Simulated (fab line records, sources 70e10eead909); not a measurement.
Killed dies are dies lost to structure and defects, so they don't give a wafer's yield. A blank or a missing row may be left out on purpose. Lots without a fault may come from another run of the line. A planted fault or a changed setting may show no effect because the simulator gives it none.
Problem report in the 8D (eight disciplines) form, filled by code | flow nand_harc | the parts of the form that need people (team, actions taken, sign-off) are left out

1. THE PROBLEM
killed_at_array at NHARC_END_SORT_01 reads a mean of 668 on 6 wafers of 2 lots; wafers without a fault read 55 with a standard deviation of 19. That is +32 standard deviations from the usual mean.
First seen on wafer L893.3, day 29 04:14, on prober-02. The record holds 24 wafers of 8 lots with a number at this step. Rule for "out", or "out of limits": more than 4 standard deviations from the usual mean. The other wafers with a number count as sound.

2. WHAT IT IS AND WHAT IT IS NOT
question                    | is                                                 | is not
which readings at this step | killed_at_array, defect_limited_yield, killed_dies | killed_at_periphery
which lots                  | L893, L894                                         | L884, L886, L898, L902, L904, L905
which wafers of those lots  | all that have a number                             | -
read on which gauges        | prober-02                                          | prober-01
when                        | from day 29 04:14                                  | up to then (6 sound wafers); but 12 sound wafers of L898, L902, L904, L905 came after

3. SUSPECTS, AND WHAT RULES EACH OUT
Counting: a tool at a process step up to the reading stays a suspect if it ran every lot that is out and no sound lot after the first of them.
- the gauge at NHARC_END_SORT_01: ruled out. All the wafers that are out were read on prober-02, but those of them that NHARC_A_BONDPAD_ETCH_12 has rows for are out there too, on other tools.
- rie_diel-09 at NHARC_A_BONDPAD_DESCUM_11 (chemistry O2, time 3 s): ruled out as a lasting fault. Sound lots L905, L904 ran on it after its first lot that is out, L893 (day 27 21:33).
- rie_diel-09 at NHARC_A_BONDPAD_ETCH_12 (etches the open film in CHF3/O2, target depth 220 nm, time 110 s): ruled out as a lasting fault. Sound lots L905, L904 ran on it after its first lot that is out, L893 (day 27 21:45).
Left after counting: nothing in the record.

4. THE CAUSE (what the simulator had put in)
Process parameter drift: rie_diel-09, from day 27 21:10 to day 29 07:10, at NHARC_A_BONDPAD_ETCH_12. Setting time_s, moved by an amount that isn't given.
Counting ruled it out, wrongly: the rule takes a fault to strike every lot that its tool runs from its start on, and this one did not.

5. THE CHAIN OF EFFECTS, in route order
Each row: a reading whose mean over the struck wafers that have a number lies more than 3 standard deviations from the usual. Only readings for which the record gives a usual standard deviation are gone through. hours: the time from each lot's start at the first step in this table that gives one to its start at this step, as a median over the lots. sigmas: the change in usual standard deviations.
hours | step                    | reading              | usual   | on struck wafers | change | sigmas
0     | NHARC_A_BONDPAD_ETCH_12 | run_length_s         | 131.2 s | 117.0            | -14.1  | -23
32    | NHARC_END_SORT_01       | defect_limited_yield | 91.1 %  | 0.4              | -90.7  | -31
32    | NHARC_END_SORT_01       | killed_at_array      | 55      | 668              | +613   | +32
32    | NHARC_END_SORT_01       | killed_dies          | 60      | 674              | +614   | +31
The process steps in it:
- NHARC_A_BONDPAD_ETCH_12: etches the open film in CHF3/O2, target depth 220 nm, time 110 s.

6. WHAT WOULD HAVE CAUGHT IT SOONER
In this record the first reading out of limits at a measuring or inspecting step was taken at day 29 04:14, 31 hours after the fault began at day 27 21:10.
The tool's own readings at NHARC_A_BONDPAD_ETCH_12 were out on every struck wafer that the step has a row for (run_length_s): an alarm limit on them would have fired on the first of those.
